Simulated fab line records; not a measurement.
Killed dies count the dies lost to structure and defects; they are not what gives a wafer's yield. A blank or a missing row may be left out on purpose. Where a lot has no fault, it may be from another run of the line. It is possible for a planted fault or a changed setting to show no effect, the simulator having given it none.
Struck lot and sound lot, side by side    flow nandHarc    14 steps out of a route of 1159
Sound: wafers L292.1, L292.4, L292.5. Struck: wafer L295.6. (L295.2 of the same lot was not struck and is left out.) The cause comes at the end.
Each step with rows lists, per side, the tool, then ch with its chambers, then its first start. Under that, the readings that differ: sound wafers    struck wafers    difference of the means    sigmas: that difference in standard deviations of wafers without a fault.
alike: readings whose means differ by less than 2 such deviations, and words and numbers that are the same on both sides. not compared: withheld readings, readings that some wafer has no value for, bounds like >300 that may hide the same value, and numbers for which the record gives no deviation and whose values overlap.
The two part at a step that has a row with sigmas, a row that says differs or no value, or rows on one side only. Non-overlapping numbers with no deviation appear without sigmas and do not part them. Lack of a reading on every wafer of one side parts them only where that side has two or more wafers.

first, 7 steps without rows for these wafers: NHARC_P_STI_COAT_41 (time 65 s); NHARC_P_STI_COAT_03 (resist thk 600 nm); NHARC_P_STI_SOFTBAKE_04 (time 70 s); NHARC_P_STI_EBR_05; NHARC_P_STI_EXPOSE_06 (exposes mask P STI, target cd 200 nm); NHARC_P_STI_PEB_07 (peb time 80 s); NHARC_P_STI_DEVELOP_08 (time 50 s).
NHARC_P_STI_CD_MEAS_09: the cd target is 200 nm.
  sound on cdSem-03 ch 0, day 2 20:56; struck on cdSem-01 ch 0, day 3 11:57
  alike: cdNm
NHARC_P_STI_OVL_MEAS_10:
  sound on overlay-02 at day 2 21:02; struck on overlay-01 at day 3 12:02
  alike: overlayXNm, overlayYNm
NHARC_P_STI_INSPECT_11:
  sound on defectInspect-01 at day 2 21:04; struck on defectInspect-01 at day 3 12:05
  alike: rawDefectCount
then, 1 step without rows for these wafers: NHARC_P_STI_HARDBAKE_13 (time 65 s).
NHARC_P_STI_DESCUM_14: chemistry O2, time 3 s.
  sound on rieDiel-07 ch 0,2,3, day 2 21:12; struck on rieDiel-12 ch 3, day 3 12:13
  alike: drypumpMotorCurrentA, oesProductAu, rfVppV, showerheadPlenumPTorr, throttleValvePct
  not compared: rfHoursCounterH
NHARC_P_STI_ETCH_42: etches the open film in N2/H2, target depth 80 nm, overetch 24 nm, time 61 s.
  sound on rieDiel-07 ch 1,3, day 2 21:17; struck on rieDiel-12 ch 2, day 3 12:19
reading         sound           struck  difference  sigmas
runLengthS (s)  81.9 82.4 82.7  67.2    -15.1       -38
  alike: drypumpMotorCurrentA, oesProductAu, rfVppV, showerheadPlenumPTorr, throttleValvePct
  not compared: rfHoursCounterH
NHARC_P_STI_ETCH_31: etches the open film in CF4/CHF3, target depth 108.9 nm, time 54.5 s.
  sound: rieDiel-07 ch 0,1,3; struck: rieDiel-12 ch 2
  alike: drypumpMotorCurrentA, oesProductAu, rfVppV, runLengthS, showerheadPlenumPTorr, throttleValvePct
  not compared: rfHoursCounterH

== WHERE THEY PART ==
Within this record, at NHARC_P_STI_ETCH_42 only. Later steps at which nothing parts them and some readings are alike: NHARC_P_STI_ETCH_31.

WHY: the cause the simulator had injected
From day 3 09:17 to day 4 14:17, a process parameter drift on rieDiel-12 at NHARC_P_STI_ETCH_42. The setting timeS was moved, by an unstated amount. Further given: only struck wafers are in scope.
